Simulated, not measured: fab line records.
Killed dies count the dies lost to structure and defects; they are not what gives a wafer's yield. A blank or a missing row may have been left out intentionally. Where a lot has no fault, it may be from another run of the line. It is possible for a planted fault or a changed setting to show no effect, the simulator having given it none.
fab line records	flow n5Finfet
record: lots: 9	wafers: 27	lastDay: 17
route steps=1938 shown GATE_CUT@502 MOL_CONTACT_COAG@523 BEOL_M4@1111 PASSIVATION@1936
lots that met no fault: from a run of the same line without faults
startH: hours from the record's first day to the start of the lot's first wafer shown	waitH: hours since the lot's step before	" the same as in the row above	L1.1+2: one row covering several wafers at once	- no value, or no start was given	* or withheld: withheld	< > ~ a bound
route shown NAME@n: NAME is a module with steps in the file, n the number in the route of the first one	usual: the fault-free wafers' mean and standard deviation	same: alike in all rows	chamber/n: place in a boat	sites: per-site readings	_std_site: their standard deviation	_edge_site: the outer-site mean with the inner-site mean subtracted	radiusMm: how far each site lies from the wafer's centre	mask NAME#n: copy n	behind: the most recent tool/chamber to have shaped the wafer	hold: the reason the lot was held/the length of the hold in hours/how it ended	device: which transistor (n, p or np) failed to switch	end of line: the same wafers' tests at the end of the route	a step with no rows: only its recipe	killed: dies lost to structure and defects at the first sort, not the wafer's yield	map: a wafer's dies, x killed, . not, _ none there
set.NAME: the setting the step ran with; set.NAME@STEP: the setting that earlier step ran with	model.NAME: the simulator's own value behind a step, which no gauge read
the route's steps for a sample of lots (tables are steps, rows are wafers)
services: when a tool's chamber went out of use (startH, in hours from the record's first day, below 0 if earlier), for how many hours, and the reason
== steps ==
step: N5_GATE_CUT_CUT_ETCH_55
recipe: chemistry: BCl3	target: HfO2	maskMaterial: SiO2	targetDepthA: 32	ionEnergyEv: 30	pressureMtorr: 5	icpW: 450	biasW: 18	bcl3FlowSccm: 80
usual: drypumpMotorCurrentA: 5.9/0.43	heBacksideLeakSccm: 3.4/0.31	oesProductAu: 0.74/0.083	throttleValvePct: 33.27/0.23
lot.wafer	tool	chamber	startH	waitH	drypumpMotorCurrentA	heBacksideLeakSccm	oesProductAu	rfHoursCounterH	throttleValvePct
L537.2	rieMetal-02	1	89.98	0.0	6.4	3.2	0.68	83	33.67
L537.3	"	1	"	"	6.3	3.4	0.68	-	33.67
L537.4	"	0	"	"	6.0	3.6	0.67	-	33.22
L540.2	rieMetal-01	1	101.62	0.0	5.9	3.5	0.71	70	33.04
L540.3	"	1	"	"	5.9	3.6	0.71	-	33.02
L540.4	"	0	"	"	5.0	3.4	0.75	-	33.03
L541.1	rieMetal-01	0	108.70	0.0	5.0	3.3	0.75	48	33.03
L541.4	"	1	"	"	5.9	3.5	0.71	-	33.04
L541.5	"	1	"	"	5.9	3.4	0.71	-	33.04
L550.1	rieMetal-03	0	163.12	0.0	6.1	3.4	0.80	45	33.23
L550.2	"	1	"	"	6.0	3.6	0.95	1	33.49
L550.3	"	1	"	"	6.0	3.5	0.95	-	33.51
L551.2	rieMetal-03	1	171.89	0.0	6.0	3.3	0.94	2	33.50
L551.5	"	0	"	"	6.1	3.1	0.79	-	33.24
L551.6	"	1	"	"	6.0	3.4	0.94	-	33.51
L552.1	rieMetal-02	0	173.71	0.0	6.0	3.9	0.66	88	33.25
L552.4	"	0	"	"	6.0	3.9	0.67	-	33.25
L552.6	"	1	"	"	6.3	3.5	0.66	-	33.69
L553.2	rieMetal-03	1	178.92	0.0	6.0	3.4	0.95	3	33.50
L553.3	"	1	"	"	6.0	3.5	0.94	-	33.49
L553.6	"	0	"	"	6.1	3.3	0.80	-	33.25
L558.2	rieMetal-02	0	209.76	0.0	6.0	3.8	0.65	91	33.23
L558.4	"	1	"	"	6.3	3.2	0.65	-	33.68
L558.5	"	0	"	"	6.0	3.8	0.66	-	33.22
L559.1	rieMetal-03	1	221.37	0.0	6.0	3.3	0.90	6	33.51
L559.3	"	0	"	"	6.1	3.1	0.79	-	33.25
L559.6	"	1	"	"	6.1	3.3	0.90	-	33.50
step: N5_GATE_CUT_CMP_23
recipe: stopOn: SiO2	tOverpolishS: 23.4	postCmpClean: alkalineBrush	downForcePsi: 2.5	platenRpm: 51.8	padVelocityMS: 1.0307	targetThkNm: 16
usual: motorCurrentA: 9.8/0.97	overpolishRunS: 23.400/0.0091	slurryFilterDpKPa: 13.51/0.14	timeToEndpointS: 18.6/2.1
lot.wafer	tool	chamber	startH	waitH	motorCurrentA	overpolishRunS	slurryFilterDpKPa	timeToEndpointS
L537.2	cmp-01	1	91.83	0.8	8.3	23.405	13.49	22.7
L537.3	"	2	"	"	9.3	23.398	13.51	18.3
L537.4	"	3	"	"	9.8	23.394	13.76	14.9
L540.2	cmp-04	3	103.44	0.8	9.8	23.403	13.52	17.5
L540.4	"	0	"	"	7.6	23.396	13.62	18.0
L540.3	"	1	"	"	10.1	23.407	13.28	17.9
L541.4	cmp-03	1	110.55	0.8	10.0	23.389	13.42	19.7
L541.1	"	2	"	"	10.6	23.395	13.45	18.2
L541.5	"	1	"	"	9.3	23.401	13.48	19.5
L550.2	cmp-03	0	165.05	0.8	9.1	23.400	13.41	17.2
L550.1	"	1	"	"	10.3	23.382	13.55	18.8
L550.3	"	3	"	"	9.5	23.385	13.52	17.3
L551.2	cmp-01	3	173.74	0.8	10.2	23.401	13.75	21.0
L551.5	"	3	"	"	9.8	23.395	13.41	18.6
L551.6	"	0	"	"	11.2	23.397	13.55	21.0
L552.1	cmp-03	2	175.59	0.8	10.2	23.416	13.65	22.1
L552.4	"	0	"	"	9.5	23.405	13.33	22.8
L552.6	"	1	"	"	9.8	23.379	13.35	19.4
L553.3	cmp-03	3	180.73	0.8	9.3	23.398	13.55	20.8
L553.2	"	2	"	"	9.8	23.393	13.55	19.7
L553.6	"	0	"	"	9.3	23.398	13.61	19.3
L558.4	cmp-04	3	211.58	0.8	9.9	23.385	13.55	14.8
L558.2	"	1	"	"	10.0	23.385	13.52	15.3
L558.5	"	3	"	"	10.2	23.394	13.50	16.2
L559.1	cmp-01	2	223.22	0.8	10.0	23.412	13.59	19.2
L559.3	"	0	"	"	11.5	23.400	13.43	15.9
L559.6	"	2	"	"	9.4	23.400	13.62	22.1
step: N5_MOL_CONTACT_COAG_EXPOSE_05
recipe: maskId: CA	na: 0.33	sourceShape: annular	sigmaInner: 0.4	sigmaOuter: 0.8	polarization: unpolarized	defocusNm: 0	doseMj: 38.25
lot.wafer	tool	chamber	startH	waitH	mask
L537.2+3+4	euvScanner-01	0	93.13	-	CA#0
L540.2+3+4	euvScanner-02	0	104.77	-	CA#0
L541.1+4+5	euvScanner-02	0	111.72	-	CA#0
L550.1+2+3	euvScanner-02	0	166.38	-	CA#0
L551.2+5+6	euvScanner-01	0	175.07	-	CA#0
L552.1+4+6	euvScanner-02	0	176.89	-	CA#0
L553.2+3+6	euvScanner-02	0	181.94	-	CA#0
L558.2+4+5	euvScanner-01	0	212.91	-	CA#0
L559.1+3+6	euvScanner-01	0	224.39	-	CA#0
step: N5_MOL_CONTACT_COAG_OVL_MEAS_09
recipe: pointsPerWafer: 522
usual: CA_OVL: -0.2/0.71
lot.wafer	tool	chamber	startH	waitH	CA_OVL[nm]
L537.2	overlay-01	0	93.29	0.0	-0.1
L537.3	"	0	"	"	-0.6
L537.4	"	0	"	"	0.5
L540.2	overlay-01	0	104.93	0.0	0.5
L540.3	"	0	"	"	-0.9
L540.4	"	0	"	"	-0.7
L541.1	overlay-02	0	111.88	0.0	-1.4
L541.4	"	0	"	"	-0.5
L541.5	"	0	"	"	-1.6
L550.1	overlay-02	0	166.55	0.0	3.0
L550.2	"	0	"	"	3.9
L550.3	"	0	"	"	3.3
L551.2	overlay-01	0	175.24	0.0	-0.8
L551.5	"	0	"	"	-1.1
L551.6	"	0	"	"	-0.7
L552.1	overlay-01	0	177.05	0.0	1.5
L552.4	"	0	"	"	3.4
L552.6	"	0	"	"	2.7
L553.2	overlay-02	0	182.10	0.0	4.3
L553.3	"	0	"	"	2.9
L553.6	"	0	"	"	3.6
L558.2	overlay-02	0	213.07	0.0	0.5
L558.4	"	0	"	"	0.0
L558.5	"	0	"	"	-0.5
L559.1	overlay-02	0	224.55	0.0	-0.7
L559.3	"	0	"	"	0.4
L559.6	"	0	"	"	-0.3
step: N5_MOL_CONTACT_COAG_CONTACT_ETCH_14
recipe: chemistry: C4F6/O2	target: SiO2	targetDepthA: 275	overetchA: 85	maskMaterial: SOC	pressureMtorr: 30	sourceW: 370	biasW: 185	Ar_flow_sccm: 300	C4F6_flow_sccm: 16	O2_flow_sccm: 10	timeS: 20	ionEnergyEv: 259.6
usual: drypumpMotorCurrentA: 5.7/0.33	oesProductAu: 0.69/0.076	rfVppV: 694.3/2.6	showerheadPlenumPTorr: 2.93/0.076	throttleValvePct: 21.11/0.26
same: timeS: 20
lot.wafer	tool	chamber	startH	waitH	drypumpMotorCurrentA	oesProductAu	rfHoursCounterH	rfVppV	showerheadPlenumPTorr	throttleValvePct
L537.2	rieDiel-04	0	93.75	0.0	5.4	0.78	18	694.8	2.94	21.13
L537.3	"	3	"	"	5.6	0.59	233	694.4	2.96	21.24
L537.4	"	2	"	"	5.9	0.72	59	694.2	2.92	21.39
L540.2	rieDiel-05	3	105.56	0.0	5.9	0.58	211	690.2	2.85	21.37
L540.3	"	0	"	"	5.1	0.59	248	688.1	2.73	21.60
L540.4	"	3	"	"	5.9	0.58	-	690.7	2.85	21.38
L541.1	rieDiel-04	0	112.35	0.0	5.4	0.77	26	695.7	2.94	21.15
L541.4	"	0	"	"	5.4	0.77	-	694.6	2.94	21.14
L541.5	"	2	"	"	5.9	0.71	-	692.7	2.92	21.42
L550.1	rieDiel-04	2	166.83	0.0	5.9	0.69	89	693.8	2.91	21.43
L550.2	"	3	"	"	5.6	0.81	4	695.7	2.95	20.88
L550.3	"	0	"	"	5.4	0.74	48	694.7	2.93	21.19
L551.2	rieDiel-04	0	175.60	0.0	5.4	0.73	50	693.8	2.93	21.19
L551.5	"	0	"	"	5.4	0.73	-	692.9	2.93	21.16
L551.6	"	3	"	"	5.6	0.81	-	695.2	2.94	20.89
L552.1	rieDiel-05	2	177.32	0.0	5.8	0.77	20	694.1	2.93	20.61
L552.4	"	0	"	"	5.1	0.78	14	698.6	3.06	21.25
L552.6	"	1	"	"	5.6	0.64	-	696.0	3.00	21.06
L553.2	rieDiel-05	1	183.06	0.0	5.6	0.63	138	697.2	3.00	21.07
L553.3	"	2	"	"	5.8	0.77	22	694.0	2.93	20.60
L553.6	"	0	"	"	5.1	0.77	-	696.8	3.06	21.27
L558.2	rieDiel-06	1	213.34	0.0	6.4	0.72	77	698.3	3.03	21.16
L558.4	"	0	"	"	5.9	0.63	165	691.4	2.87	21.08
L558.5	"	0	"	"	5.9	0.62	-	691.1	2.87	21.09
L559.1	rieDiel-05	1	225.01	0.0	5.7	0.62	155	696.6	2.99	21.08
L559.3	"	2	"	"	5.8	0.74	39	694.3	2.92	20.64
L559.6	"	1	"	"	5.6	0.61	-	696.9	2.99	21.08
step: N5_BEOL_M4_RC_MEAS_101
usual: DIBL_N: 36.3/1.4	DIBL_P: 36.2/1.5	IOFF_N: 0.160/0.021	IOFF_P: 0.211/0.027	ION_N: 676/7.7	ION_P: 463/5.5	SS_N: 71.4/0.57	SS_P: 73.3/0.58	VT_N: 249.3/2.5	VT_P: -250.1/2.6
lot.wafer	tool	chamber	startH	waitH	DIBL_N[mV/V]	DIBL_P[mV/V]	IOFF_N[nA/um]	IOFF_P[nA/um]	ION_N[uA/um]	ION_P[uA/um]	SS_N[mV/dec]	SS_P[mV/dec]	VT_N[mV]	VT_P[mV]
L537.2	prober-01	0	163.00	0.2	34.3	34.3	0.147	0.183	673	460	71.0	73.4	249.2	-253.5
L537.3	"	0	"	"	35.3	34.4	0.144	0.182	667	455	71.3	73.5	251.0	-253.1
L537.4	"	0	"	"	36.3	35.6	0.168	0.192	679	460	72.2	73.1	247.8	-251.2
L540.2	prober-02	0	183.71	0.2	37.4	37.7	0.176	0.234	681	472	71.2	74.2	245.6	-246.2
L540.3	"	0	"	"	37.2	36.4	0.156	0.216	669	460	71.7	74.4	251.1	-246.7
L540.4	"	0	"	"	37.6	37.6	0.172	0.230	673	465	71.4	73.6	246.3	-246.6
L541.1	prober-02	0	189.07	0.0	37.4	38.7	0.190	0.217	691	466	71.3	72.6	247.0	-251.9
L541.4	"	0	"	"	35.2	35.6	0.150	0.176	671	457	70.5	72.5	248.2	-253.0
L541.5	"	0	"	"	37.5	38.4	0.201	0.208	688	466	71.4	72.7	245.2	-251.5
L551.2	prober-01	0	249.96	0.2	36.1	35.9	0.178	0.230	679	475	72.0	74.0	245.3	-247.7
L551.5	"	0	"	"	36.5	35.2	0.171	0.226	679	467	71.3	73.6	245.6	-244.8
L551.6	"	0	"	"	36.4	35.9	0.180	0.238	681	464	71.5	73.9	246.9	-247.4
L550.1	prober-01	0	260.55	0.0	34.9	35.2	0.158	0.207	677	462	71.9	73.0	249.8	-250.5
L550.2	"	0	"	"	36.3	37.1	0.175	0.234	687	473	71.6	73.6	248.8	-247.4
L550.3	"	0	"	"	35.6	36.3	0.160	0.216	682	464	71.2	73.1	248.1	-248.5
L552.1	prober-02	0	260.78	0.0	35.1	33.8	0.132	0.212	677	465	70.5	72.9	249.9	-245.2
L552.4	"	0	"	"	38.3	38.1	0.192	0.283	686	475	72.5	73.9	246.7	-245.0
L552.6	"	0	"	"	39.6	38.9	0.220	0.301	697	480	72.0	74.3	242.6	-244.7
L553.2	prober-01	0	265.59	0.2	38.8	38.3	0.210	0.260	679	466	71.5	73.9	245.5	-248.1
L553.3	"	0	"	"	36.8	36.7	0.172	0.236	685	462	71.6	73.6	248.6	-248.9
L553.6	"	0	"	"	35.9	34.8	0.150	0.195	666	452	71.4	73.1	250.7	-251.8
L558.2	prober-01	0	300.78	0.2	36.7	38.9	0.172	0.245	678	468	71.2	73.8	248.6	-249.6
L558.4	"	0	"	"	34.1	35.2	0.128	0.191	662	462	70.9	72.5	250.9	-248.4
L558.5	"	0	"	"	34.5	36.2	0.141	0.199	671	461	70.6	73.5	251.8	-251.2
L559.1	prober-01	0	308.31	0.0	36.9	37.2	0.179	0.233	680	468	71.7	73.4	249.0	-246.6
L559.3	"	0	"	"	36.1	36.4	0.162	0.231	683	469	71.4	74.0	249.9	-250.1
L559.6	"	0	"	"	37.2	37.9	0.189	0.242	687	471	72.7	74.3	247.6	-248.8
step: N5_PASSIVATION_PROBE_49
usual: defectLimitedYield: 91.3/1.4	killed_at_M0_to_M3: 34/10	killed_at_M4_up: 13/4.8	killedAtContacts: 12/6.1	killedAtFrontEnd: 40/11	killedAtOther: 3.7/2.8	killedDies: 103/16	killedOpen: 67/12	killedShort: 34/7.4	sort_bin_5_function: 5.1/0.95	sort_bin_6_memory: 3.2/0.62	sortNPass: 1077/16	sortYieldPct: 91.3/1.4
same: grossDies: 1180	killedAtBackSide: 0	sort_bin_4_leakage[%]: 0	sort_bin_8_speed[%]: 0
lot.wafer	tool	chamber	startH	waitH	defectLimitedYield[%]	killed_at_M0_to_M3	killed_at_M4_up	killedAtContacts	killedAtFrontEnd	killedAtOther	killedDies	killedOpen	killedShort	sort_bin_5_function[%]	sort_bin_6_memory[%]	sortNPass	sortYieldPct[%]
L550.1	prober-01	-	362.08	0.0	88.7	53	16	17	45	2	133	80	44	7.1	3.6	1047	88.7
L550.2	prober-01	-	362.13	0.1	89.1	35	21	22	49	2	129	79	43	6.9	3.5	1051	89.1
L550.3	prober-01	-	362.18	0.1	90.3	14	10	31	53	6	114	69	28	5.8	3.0	1066	90.3
L552.1	prober-01	-	368.62	0.0	90.1	20	5	11	76	5	117	85	28	5.9	3.6	1063	90.1
L552.4	prober-01	-	368.77	0.2	93.5	24	8	9	26	10	77	51	26	4.0	2.4	1103	93.5
L552.6	prober-01	-	368.87	0.3	92.1	13	10	12	46	12	93	64	27	4.6	3.2	1087	92.1
L553.2	prober-02	-	371.78	0.1	89.5	36	26	32	30	0	124	76	31	6.2	3.5	1056	89.5
L553.3	prober-02	-	371.83	0.1	89.7	38	11	33	35	5	122	78	39	5.5	4.2	1058	89.7
L553.6	prober-02	-	371.98	0.3	92.2	22	11	37	20	2	92	41	26	4.5	2.2	1088	92.2
killed by level:class
L550.1 STI_FIN_REVEAL:geometricParticle:open=15 BEOL_M0_SAQP:geometricParticle:short=14 MOL_CONTACT_COAG:geometricParticle:open=12 BEOL_M3:geometricParticle:open=10 BEOL_M1:geometricParticle:open=9 FIN_SAQP:geometricParticle:open=6 BEOL_M0_SAQP:geometricParticle:open=6 BEOL_M4:geometricParticle:short=6
L550.2 MOL_CONTACT_COAG:geometricParticle:open=13 BEOL_M0_SAQP:geometricParticle:open=10 FIN_SAQP:geometricParticle:open=9 STI_FIN_REVEAL:geometricParticle:open=9 BEOL_M4:geometricParticle:short=8 FIN_SAQP:geometricParticle:short=7 BEOL_M0_SAQP:geometricParticle:short=7 BEOL_M4:geometricParticle:open=6
L550.3 MOL_CONTACT_COAG:overlay=16 STI_FIN_REVEAL:geometricParticle:open=14 MOL_CONTACT_COAG:geometricParticle:open=12 FIN_SAQP:geometricParticle:open=7 STI_FIN_REVEAL:geometricParticle:short=5 GATE_CUT:geometricParticle:short=5 GATE_CUT:geometricParticle:open=4 BEOL_M1:geometricParticle:open=4
L552.1 FIN_SAQP:geometricParticle:open=35 STI_FIN_REVEAL:geometricParticle:open=17 FIN_SAQP:geometricParticle:short=11 MOL_CONTACT_COAG:geometricParticle:open=6 BEOL_M2:geometricParticle:open=5 MOL_CONTACT_COAG:geometricParticle:short=4 BEOL_M0_SAQP:geometricParticle:open=4 STARTING-WAFER:geometricParticle:open=4
L552.4 FIN_SAQP:geometricParticle:open=15 MOL_CONTACT_COAG:geometricParticle:open=5 BEOL_M1:geometricParticle:short=5 BEOL_M2:geometricParticle:open=5 BEOL_M4:geometricParticle:open=5 MOL_CONTACT_COAG:geometricParticle:short=4 BEOL_M0:geometricParticle:short=3 STI_FIN_REVEAL:geometricParticle:short=3
L552.6 FIN_SAQP:geometricParticle:open=13 STI_FIN_REVEAL:geometricParticle:open=12 MOL_CONTACT_COAG:geometricParticle:open=8 FIN_SAQP:geometricParticle:short=7 MIM_BOT:geometricParticle:open=4 MOL_CONTACT_COAG:geometricParticle:short=4 BEOL_M1:geometricParticle:open=3 BEOL_M2:geometricParticle:open=3
L553.2 BEOL_M4:geometricParticle:open=20 MOL_CONTACT_COAG:overlay=15 MOL_CONTACT_COAG:geometricParticle:open=13 STI_FIN_REVEAL:geometricParticle:open=8 BEOL_M1:geometricParticle:open=8 BEOL_M0_SAQP:geometricParticle:open=7 BEOL_M0_SAQP:geometricParticle:short=6 BEOL_M3:geometricParticle:open=6
L553.3 MOL_CONTACT_COAG:geometricParticle:open=22 FIN_SAQP:geometricParticle:short=9 BEOL_M0_SAQP:geometricParticle:open=9 MOL_CONTACT_COAG:geometricParticle:short=8 BEOL_M1:geometricParticle:open=8 BEOL_M3:geometricParticle:open=8 STI_FIN_REVEAL:geometricParticle:open=6 FIN_SAQP:geometricParticle:open=5
L553.6 MOL_CONTACT_COAG:overlay=19 MOL_CONTACT_COAG:geometricParticle:open=10 BEOL_M1:geometricParticle:open=9 MOL_CONTACT_COAG:geometricParticle:short=5 FIN_SAQP:geometricParticle:open=4 GATE_CUT:geometricParticle:short=4 BEOL_M4:geometricParticle:open=4 DUMMY_GATE:geometricParticle:open=3
== services ==
tool	chamber	startH	hours	kind
euvScanner-02	-	68.80	4.6	pm
cmp-01	-	77.74	0.2	repair
rieMetal-01	1	77.91	5.6	repair
cmp-04	-	81.23	0.3	repair
euvScanner-02	-	85.22	1.0	pm
rieMetal-01	1	86.02	2.4	repair
rieDiel-04	1	104.02	9.3	repair
euvScanner-01	-	109.33	1.0	pm
cmp-01	-	121.17	3.7	repair
rieDiel-05	2	132.80	6.0	repair
cmp-01	-	140.30	2.7	repair
euvScanner-02	-	141.37	1.0	pm
cmp-03	-	148.96	0.9	repair
cmp-01	-	157.30	1.3	repair
euvScanner-01	-	165.48	1.0	pm
euvScanner-01	-	183.00	5.8	pm
cmp-03	-	193.33	4.0	pm
cmp-03	-	197.70	1.8	repair
euvScanner-02	-	198.40	0.4	repair
cmp-03	-	200.88	9.4	pm
euvScanner-02	-	206.08	1.0	pm
cmp-03	-	214.96	4.3	pm
euvScanner-01	-	221.63	1.0	pm
cmp-03	-	223.26	2.5	repair
== key ==
firstSign: step: N5_MOL_CONTACT_COAG_OVL_MEAS_09	reading: CA_OVL	direction: up	sigmas: 4.8	usual: -0.2	struck: 3.2
effect: step: N5_PASSIVATION_PROBE_49	reading: killedAtContacts	direction: up	sigmas: 1.8	usual: 12	struck: 23	wafersMoved: 4
metAt N5_MOL_CONTACT_COAG_EXPOSE_05
struckLots L550,L552,L553
notActingAt N5_GATE_CUT_CUT_ETCH_55,N5_GATE_CUT_CMP_23,N5_MOL_CONTACT_COAG_CONTACT_ETCH_14
onsetBetween 111.72 166.38
fault: kind: scannerMatchingOverlay	tool: euvScanner-02	chamber: -	onsetH: 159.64	steps: N5_MOL_CONTACT_COAG_EXPOSE_05	offset: 3.2607
